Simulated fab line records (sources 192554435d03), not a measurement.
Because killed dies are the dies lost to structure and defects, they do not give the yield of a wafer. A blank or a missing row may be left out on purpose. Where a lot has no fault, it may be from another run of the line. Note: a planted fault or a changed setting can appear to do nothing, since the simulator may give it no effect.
Comparing a struck lot with a sound one / flow n5_finfet / 14 out of 1938 route steps
Sound: these wafers, L745.3, L745.4, L745.6. The struck wafers were L754.3, L754.4, L754.6. Last of all comes the cause.
Each step with rows lists, per side, the tool, then ch with its chambers, then its first start. Under that, the readings that differ: sound wafers / struck wafers / difference of the means / sigmas: that difference in standard deviations of wafers without a fault.
alike: readings with means less than 2 such deviations apart, plus words and numbers identical on both sides. not compared: withheld readings, readings lacking a value on some wafer, bounds such as >300 that could conceal the same value, and numbers that have no deviation in the record and whose values overlap.
The two part at a step that has a row with sigmas, a row that says differs or no value, or rows on one side only. Numbers that don't overlap but have no deviation are shown without sigmas and don't part them. A reading that every wafer of one side lacks parts them only if that side has two wafers or more.

first, 3 steps without rows for these wafers: N5_SD_EPI_P_PRECLEAN_51 (cleans in NF3:NH3, afs cycles 1, time 20 s, sublimation time 60 s); N5_SD_EPI_P_VAPOR_ETCH_44 (etches SiGe30 in NF3/Ar, time 3.3 s); N5_SD_EPI_P_EPI_21 (deposits SiGe:B, time 355 s).
N5_SD_EPI_P_EPI_MEAS_23:
  struck on film_metro-02, day 6 13:49; sound on film_metro-02, day 4 02:07
  alike: thk_nm
then, 6 steps without rows for these wafers: N5_SD_EPI_P_HM_STRIP_48 (strips SiNx in H3PO4, material SiNx, target depth 3 nm); N5_SD_EPI_P_SRD_49 (time 30 s); N5_SD_EPI_P_PRECLEAN_24 (cleans in O3/DIW, time 45 s); N5_SD_EPI_P_PRECLEAN_32 (cleans in dHF, time 10 s); N5_SD_EPI_P_PRECLEAN_33 (cleans in SC2, time 45 s); N5_SD_EPI_P_SRD_25 (time 30 s).
N5_SD_EPI_P_INSPECT_26: inspects for defects (darkfield).
  struck on defect_inspect-01, day 6 13:59; sound on defect_inspect-02, day 4 02:20
  alike: raw_defect_count
N5_SD_ACTIVATION_RTA_00: time 0 s.
  sound on rtp_anneal-01 ch 0, day 4 02:30; struck on rtp_anneal-02 ch 0, day 6 14:05
  alike: lamp_power_pct, lamp_zone_6_pct, wafer_temp_C_max
N5_SD_ACTIVATION_LSA_01: time 0.0008 s.
  sound on laser_anneal-02 ch 0, day 4 02:42; struck on laser_anneal-01 ch 0, day 6 14:17
reading=wafer_temp_C_max; sound=1084.4 1086.2 1086.6; struck=1132.1 1132.7 1133.0; difference=+46.9; sigmas=+36
N5_PASSIVATION_PROBE_49:
  sound wafers here have rows in the record (prober-01, day 12 04:50); struck ones have none

WHERE THEY PART
Earliest at N5_SD_ACTIVATION_LSA_01; latest, in this record, at N5_PASSIVATION_PROBE_49.

WHY: what the simulator had put in
Process parameters drifting: laser_anneal-01 at N5_SD_ACTIVATION_LSA_01, beginning at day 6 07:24. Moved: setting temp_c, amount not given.
